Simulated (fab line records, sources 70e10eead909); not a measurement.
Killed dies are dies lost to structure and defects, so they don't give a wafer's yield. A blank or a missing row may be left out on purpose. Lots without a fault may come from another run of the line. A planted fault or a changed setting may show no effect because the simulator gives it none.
A struck lot beside a sound one | flow nand_harc | 15 steps out of a route of 1159
Sound: wafers L441.3, L441.5, L441.6. Struck: wafer L443.2. (L443.3 of the same lot was not struck and is left out.) The cause comes at the end.
At each step with rows: each side's tool, then ch and its chambers, then its first start. Under that, the readings that differ: sound wafers | struck wafers | difference of the means | sigmas: that difference in standard deviations of wafers without a fault.
alike: readings whose means differ by less than 2 such deviations, and words and numbers that are the same on both sides. not compared: withheld readings, readings that some wafer has no value for, bounds like >300 that may hide the same value, and numbers for which the record gives no deviation and whose values overlap.
The two part at a step that has a row with sigmas, a row that says differs or no value, or rows on one side only. Numbers that don't overlap but have no deviation are shown without sigmas and don't part them. A reading that every wafer of one side lacks parts them only if that side has two wafers or more.

first, 4 steps without rows for these wafers: NHARC_P_BONDPAD_EBR_05; NHARC_P_BONDPAD_EXPOSE_06 (exposes mask P BPAD); NHARC_P_BONDPAD_PEB_07 (peb time 80 s); NHARC_P_BONDPAD_DEVELOP_08 (time 50 s).
NHARC_P_BONDPAD_CD_MEAS_09: target cd 500 nm.
  sound on cd_sem-03 ch 0, day 7 13:14; struck on cd_sem-03 ch 0, day 8 07:50
  alike: cd_nm
NHARC_P_BONDPAD_OVL_MEAS_38:
  sound on overlay-02, day 7 13:19; struck on overlay-02, day 8 07:56
  alike: overlay_x_nm, overlay_y_nm
then, 1 step without rows for these wafers: NHARC_P_BONDPAD_HARDBAKE_10 (time 65 s).
NHARC_P_BONDPAD_DESCUM_11: chemistry O2, time 3 s.
  sound on rie_diel-09 ch 0,1,3, day 7 13:28; struck on rie_diel-07 ch 2, day 8 08:04
  reading                         | sound          | struck | difference | sigmas
  showerhead_plenum_p_Torr (Torr) | 1.99 2.02 1.95 | 1.85   | -0.14      | -2
  alike: drypump_motor_current_A, oes_product_au, rf_vpp_V, throttle_valve_pct
  not compared: rf_hours_counter_h
NHARC_P_BONDPAD_ETCH_37: etches the open film in N2/H2, target depth 60 nm, overetch 18 nm, time 65.91 s.
  sound on rie_diel-09 ch 0,3, day 7 13:33; struck on rie_diel-07 ch 0, day 8 08:08
  alike: drypump_motor_current_A, oes_product_au, rf_fwd_power_W, rf_vpp_V, showerhead_plenum_p_Torr, throttle_valve_pct
  not compared: rf_hours_counter_h
NHARC_P_BONDPAD_ETCH_12: etches the open film in CHF3/O2, target depth 200 nm, time 100 s.
  sound on rie_diel-09 ch 2,3; struck on rie_diel-07 ch 3
  reading                     | sound             | struck | difference | sigmas
  drypump_motor_current_A (A) | 4.8 5.7 4.8       | 6.3    | +1.2       | +3
  oes_product_au (a.u.)       | 0.926 0.900 0.927 | 0.996  | +0.078     | +3
  alike: rf_fwd_power_W, rf_vpp_V, showerhead_plenum_p_Torr, throttle_valve_pct
  not compared: rf_hours_counter_h
NHARC_P_BONDPAD_CD_MEAS_13:
  sound on cd_sem-03, day 7 13:49; struck on cd_sem-01, day 8 08:22
  alike: cd_nm
NHARC_P_BONDPAD_STRIP_15: strips in O2.
  sound on rie_diel-05 ch 0,3, day 7 13:53; struck on rie_diel-07 ch 3, day 8 08:28
  alike: drypump_motor_current_A, oes_product_au, rf_vpp_V, showerhead_plenum_p_Torr, throttle_valve_pct
  not compared: rf_hours_counter_h
NHARC_P_BONDPAD_ETCH_24: etches the open film in CF4/N2, target depth 30 nm, time 72.99 s.
  sound on rie_diel-05 ch 0,3, day 7 14:05; struck on rie_diel-07 ch 0, day 8 08:36
  reading               | sound             | struck | difference | sigmas
  oes_product_au (a.u.) | 0.990 1.005 0.998 | 0.852  | -0.146     | -15
  alike: cf4_flow_sccm, drypump_motor_current_A, rf_fwd_power_W, rf_vpp_V, showerhead_plenum_p_Torr, throttle_valve_pct
  not compared: rf_hours_counter_h
then, 1 step without rows for these wafers: NHARC_P_BONDPAD_STRIP_16 (strips in post etch residue remover, time 600 s).
-- the record jumps here: 13 days lie between the struck wafers' starts before and after (it left off in module P_BONDPAD and takes up again in module END, whose first step shown is number 1159 of the route) --
NHARC_END_SORT_01:
  the record has rows for the struck wafers here (prober-02 ch 0, day 21 06:59) and none for the sound ones

WHERE THEY PART
First at NHARC_P_BONDPAD_DESCUM_11; last, within this record, at NHARC_END_SORT_01.

WHY: what the simulator had put in
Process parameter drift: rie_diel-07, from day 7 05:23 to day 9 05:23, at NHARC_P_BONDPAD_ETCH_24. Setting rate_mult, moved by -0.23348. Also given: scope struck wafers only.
